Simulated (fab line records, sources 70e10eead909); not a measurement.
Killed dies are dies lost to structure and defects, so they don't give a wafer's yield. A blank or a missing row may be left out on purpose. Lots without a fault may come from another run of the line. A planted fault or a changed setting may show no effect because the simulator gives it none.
Chamber matching | flow nand_harc | NHARC_A_CHANNEL_FILL_D1_ALD_02 on ald_hk-01: 4 sister chambers
The step deposits SiO2, target thk 6 nm, pulse time 10 s, ald cycles 60. 4 wafers are shown with their chamber, then 7 later ones without.

WAFERS WITH THEIR CHAMBER
wafer  | chamber | heater_power_w (W)
L751.1 | 3       | 480
L751.5 | 0       | 467
L756.2 | 2       | 419
L756.4 | 1       | 509

WAFERS WITHOUT THEIR CHAMBER
wafer  | heater_power_w (W)
L756.6 | 410
L766.1 | 397
L766.2 | 495
L766.6 | 457
L768.2 | 414
L768.3 | 482
L768.5 | 471

WHICH CHAMBER EACH WENT THROUGH
wafer  | from the rows above          | in truth
L756.6 | 2                            | 2
L766.1 | 2                            | 2
L766.2 | can't be placed: 1 or 3 or 0 | 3
L766.6 | can't be placed: 0 or 3      | 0
L768.2 | 2                            | 2
L768.3 | can't be placed: 3 or 0      | 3
L768.5 | can't be placed: 0 or 3      | 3
Placed correctly: 3 of 7. Can't be placed from these rows: 4 (the true chamber is among the candidates in 4). Placed wrongly: 0.
How it was worked out, from the rows above alone: a wafer's distance from a chamber is the root of the sum, over the readings, of the square of ((its reading less the chamber's mean) divided by the reading's scatter). The wafer belongs to the nearest chamber; if the next one is less than 2 further off, it can't be placed. A chamber's mean is the mean of its shown wafers. The scatter: with one shown wafer a chamber, the root of the mean of the squares of how far each hidden wafer lies from its nearest shown one.
